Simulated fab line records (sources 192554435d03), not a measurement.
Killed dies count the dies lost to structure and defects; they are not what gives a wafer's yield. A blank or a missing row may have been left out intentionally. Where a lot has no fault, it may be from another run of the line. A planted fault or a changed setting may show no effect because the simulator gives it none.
Split-lot study ; flow n5Finfet ; 21 wafers read across 7 lots, on a route 1938 steps long

== ABOUT THE SPLIT ==
At N5_BEOL_M3_COAT_67 (time 60 s, resist thk 60 nm), the setting spinRpm was moved away from the recipe's 1500 rpm on 5 of the 21 wafers read, by -6.3% to +10.3%. The other wafers ran this setting at the recipe's value.

== FROM THE SPLIT TO THE READING: what the file shows between them, 11 steps ==
- N5_BEOL_M3_COAT_76: time 60 s, resist thk 5 nm (also split here: spinRpm)
- N5_BEOL_M3_COAT_22: resist thk 30 nm
- N5_BEOL_M3_EBR_24
- N5_BEOL_M3_DESCUM_33: chemistry O2, time 7 s
- N5_BEOL_M3_ETCH_77: etches underlayer in N2/H2, target depth 6.5 nm, time 5.2 s
- N5_BEOL_M3_ETCH_69: etches SiARC in CF4, target depth 15.6 nm, time 26 s
- N5_BEOL_M3_ALD_98: deposits SiO2, target thk 2.5 nm, pulse time 1 s, co reactant pulse time 1 s
- N5_BEOL_M3_ETCHBACK_99: etches SiO2 in CHF3, target depth 5 nm, time 10.4 s
- N5_BEOL_M3_ETCH_70: etches SOC in N2/H2, target depth 80 nm, overetch 16 nm, time 120 s
- N5_BEOL_M3_STRIP_71: strips in N2/H2
- N5_BEOL_M3_STRIP_78: strips in N2/H2

== THE READING ==
SOC_of_BEOL_M3_COAT_67.thkNm (the simulator's own value, which no gauge read), in nm, at N5_BEOL_M3_VIA_ETCH_34 (etches the open film in C4F6/O2, target depth 69.4 nm, time 65.9 s). There is no usual value for it anywhere in the file. Here, 16 wafers ran the recipe; their average is 51.9 nm with a standard deviation of 0.21 nm.

wafer;tool, chamber at the split;spinRpm as run, rpm;against the recipe;SOC_of_BEOL_M3_COAT_67.thkNm, nm;against lot-mates on the recipe
L080.2;lithoTrack-05, 0;1500;recipe;52;-
L080.3;lithoTrack-05, 0;1415;-5.7%;53.8;+1.8
L080.4;lithoTrack-05, 0;1415;-5.7%;53.6;+1.6
L081.1;lithoTrack-02, 0;1500;recipe;51.4;-
L081.4;lithoTrack-02, 0;1500;recipe;51.8;-
L081.5;lithoTrack-02, 0;1500;recipe;51.6;-
L085.1;lithoTrack-02, 0;1500;recipe;52;-
L085.2;lithoTrack-02, 0;1500;recipe;52;-
L085.5;lithoTrack-02, 0;1500;recipe;52.2;-
L086.2;lithoTrack-03, 0;1500;recipe;51.8;-
L086.4;lithoTrack-03, 0;1500;recipe;51.8;-
L086.6;lithoTrack-03, 0;1655;+10.3%;49.2;-2.6
L089.3;lithoTrack-03, 0;1500;recipe;51.8;-
L089.4;lithoTrack-03, 0;1405;-6.3%;53.8;+2.1
L089.6;lithoTrack-03, 0;1500;recipe;51.6;-
L088.3;lithoTrack-02, 0;1423;-5.1%;53.6;+1.7
L088.4;lithoTrack-02, 0;1500;recipe;52;-
L088.5;lithoTrack-02, 0;1500;recipe;51.8;-
L097.1;lithoTrack-03, 0;1500;recipe;51.8;-
L097.3;lithoTrack-03, 0;1500;recipe;51.8;-
L097.6;lithoTrack-03, 0;1500;recipe;52.2;-

FIT RESULTS
A straight line over all 21 wafers: SOC_of_BEOL_M3_COAT_67.thkNm changes by -0.291 nm for each +1% of spinRpm; r = -0.98; the points scatter about the line by 0.22 nm.
The same after taking each lot's own level away (the mean of its wafers on the recipe; 21 wafers): -0.284 nm for each +1%; r = -0.99; scatter 0.16 nm.
Per that fit: largest spinRpm move, reading shift of 2.9 nm.
Measured against the standard deviation above, the lots' own levels, which go from 51.60 to 52.07 nm, span 2.3 times it.
Hence the lot-to-lot level has little effect on the slope; both slopes agree.
Check: for one of the wafers moved furthest among these (+10.3%), held out of the fit, the line's prediction against its lot-mates is -3.27 nm. Against them it came out at -2.6 nm.

== OTHER SPLITS ON THESE WAFERS ==
Note: prior to the reading, these wafers also went through further splits. Each is held against what the fit with the lots' levels taken away leaves over:
other split on the same wafers;wafers away from the commonest value;r with SOC_of_BEOL_M3_COAT_67.thkNm (lot level and that fit taken away)
N5_HKMG_FIN_COAT_66 spinRpm;9;+0.02
N5_MOL_CONTACT_COAG_ALD_27 aldCycles;6;-0.25
N5_MOL_CONTACT_COAG_EXPOSE_81 doseMj;9;+0.06
N5_BEOL_M0_SAQP_ETCH_88 sourceW;8;-0.18
N5_BEOL_M1_TRENCH_ETCH_37 sourceW;7;-0.11
N5_BEOL_M2_ALD_98 aldCycles;10;-0.12
N5_BEOL_M2_ETCH_70 timeS;5;-0.12
N5_BEOL_M3_COAT_76 spinRpm;4;-0.10

== THE WHOLE CHAIN: every reading that the file lists as answering this split, in the file's order ==
step;what it does;reading;change (the file's fit);r (the file's)
N5_BEOL_M3_COAT_67;time 60 s, resist thk 60 nm;SOC_of_BEOL_M3_COAT_67.thkNm (the simulator's own value, which no gauge read);-0.308 nm for each +1% of the setting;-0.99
N5_BEOL_M3_ETCH_70;etches SOC in N2/H2, target depth 80 nm, overetch 16 nm, time 120 s;etch.depthNm (the simulator's own value, which no gauge read);-0.305 nm for each +1% of the setting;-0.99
N5_BEOL_M3_VIA_ETCH_34;etches the open film in C4F6/O2, target depth 69.4 nm, time 65.9 s;SOC_of_BEOL_M3_COAT_67.thkNm (the simulator's own value, which no gauge read);-0.285 nm for each +1% of the setting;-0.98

== FILE'S OWN FIT ==
SOC_of_BEOL_M3_COAT_67.thkNm changes by -0.285 nm for each +1% of spinRpm, r = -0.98.
